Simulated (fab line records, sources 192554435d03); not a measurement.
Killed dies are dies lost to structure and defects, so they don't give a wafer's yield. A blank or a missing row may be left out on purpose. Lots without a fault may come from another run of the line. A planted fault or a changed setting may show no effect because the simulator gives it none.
A struck lot beside a sound one | flow n5_finfet | 16 steps out of a route of 1938
Sound: wafers L216.1, L216.2, L216.3. Struck: wafer L218.2. (L218.3 of the same lot was not struck and is left out.) The cause comes at the end.
At each step with rows: each side's tool, then ch and its chambers, then its first start. Under that, the readings that differ: sound wafers | struck wafers | difference of the means | sigmas: that difference in standard deviations of wafers without a fault.
alike: readings whose means differ by less than 2 such deviations, and words and numbers that are the same on both sides. not compared: withheld readings, readings that some wafer has no value for, bounds like >300 that may hide the same value, and numbers for which the record gives no deviation and whose values overlap.
The two part at a step that has a row with sigmas, a row that says differs or no value, or rows on one side only. Numbers that don't overlap but have no deviation are shown without sigmas and don't part them. A reading that every wafer of one side lacks parts them only if that side has two wafers or more.

N5_HKMG_FIN_INSPECT_61: inspects for defects (macro).
  sound on defect_inspect-01, day 4 19:07; struck on defect_inspect-02, day 5 05:20
  alike: raw_defect_count
then, 1 step without rows for these wafers: N5_HKMG_FIN_DESCUM_53 (chemistry O2, time 7.9 s).
N5_HKMG_FIN_ETCH_54: etches SiARC in CF4, target depth 45.5 nm, time 75.8 s.
  sound on rie_diel-06 ch 0,1,2, day 4 19:11; struck on rie_diel-02 ch 3, day 5 05:25
  alike: drypump_motor_current_A, etch_rf_on_time_s, oes_product_au, rf_vpp_V, showerhead_plenum_p_Torr, throttle_valve_pct
  not compared: rf_hours_counter_h
then, 2 steps without rows for these wafers: N5_HKMG_FIN_ETCH_55 (etches SOC in N2/H2, target depth 240 nm, time 300 s); N5_HKMG_FIN_STRIP_56 (strips in N2/H2).
N5_HKMG_FIN_STRIP_57: strips in CF4.
  sound on rie_diel-06 ch 0,1,2, day 4 19:26; struck on rie_diel-02 ch 3, day 5 05:39
  alike: drypump_motor_current_A, oes_product_au, rf_vpp_V, showerhead_plenum_p_Torr, throttle_valve_pct
  not compared: rf_hours_counter_h
N5_HKMG_FIN_ETCH_58: etches SOC in N2/H2, target depth 215.8 nm, time 741 s.
  sound on rie_diel-06 ch 0,1,2, day 4 19:27; struck on rie_diel-02 ch 3, day 5 05:40
  alike: drypump_motor_current_A, oes_product_au, rf_vpp_V, showerhead_plenum_p_Torr, throttle_valve_pct
  not compared: rf_hours_counter_h
N5_HKMG_FIN_STRIP_93: strips SOC in N2/H2, time 20 s.
  sound on rie_diel-06 ch 0,1,2, day 4 19:52; struck on rie_diel-02 ch 3, day 5 06:06
  alike: drypump_motor_current_A, oes_product_au, rf_vpp_V, showerhead_plenum_p_Torr, throttle_valve_pct
  not compared: rf_hours_counter_h
then, 4 steps without rows for these wafers: N5_HKMG_FIN_WET_ETCH_76 (etches Al2O3 in dNH4OH, stops on La2O3, target depth 2.25 nm, rinse time 30 s); N5_HKMG_FIN_STRIP_60 (strips in N2/H2, time 360 s); N5_HKMG_FIN_WET_ETCH_77 (etches La2O3 in dHCl, stops on HfO2, target depth 2 nm); N5_HKMG_FIN_WET_ETCH_78 (etches Al2O3 in dNH4OH, stops on La2O3, target depth 4.5 nm, rinse time 30 s).
N5_HKMG_FIN_ALD_79: deposits TiN, target thk 1.5 nm, pulse time 1 s, purge time 3 s.
  sound on ald_metal-03 ch 0,1,3, day 4 20:31; struck on ald_metal-03 ch 1, day 5 06:44
  reading                                  | sound       | struck | difference | sigmas
  model.TiN_of_HKMG_FIN_ALD_79.thk_nm (nm) | 1.4 1.4 1.6 | 0.8    | -0.7       |
  alike: chamber_pressure_Torr, heater_power_w, precursor_pulse_height_rel
N5_HKMG_FIN_CVD_62: deposits a-Si from Si2H6, target thk 3 nm, time 20.8 s.
  sound on thermal_cvd_si-02 ch 0,1,2, day 4 20:52; struck on thermal_cvd_si-02 ch 2, day 5 07:07
  alike: chamber_pressure_Torr, heater_power_w
-- the record jumps here: 4 days lie between the struck wafers' starts before and after (it left off in module HKMG_FIN and takes up again in module BEOL_M4, whose first step shown is number 1111 of the route) --
N5_BEOL_M4_RC_MEAS_101:
  sound on prober-01 ch 0, day 9 11:00; struck on prober-02 ch 0, day 9 17:14
  reading   | sound          | struck | difference | sigmas
  VT_P (mV) | -251 -249 -247 | -259   | -10        | -2
  alike: DIBL_N, DIBL_P, IOFF_N, IOFF_P, ION_N, ION_P, SS_N, SS_P, VT_N
-- the record jumps here: 5 days lie between the struck wafers' starts before and after (it left off in module BEOL_M4 and takes up again in module PASSIVATION, whose first step shown is number 1936 of the route) --
N5_PASSIVATION_PROBE_49:
  the record has rows for the struck wafers here (prober-01, day 14 11:30) and none for the sound ones

WHERE THEY PART
First at N5_BEOL_M4_RC_MEAS_101; last, within this record, at N5_PASSIVATION_PROBE_49.

WHY: what the simulator had put in
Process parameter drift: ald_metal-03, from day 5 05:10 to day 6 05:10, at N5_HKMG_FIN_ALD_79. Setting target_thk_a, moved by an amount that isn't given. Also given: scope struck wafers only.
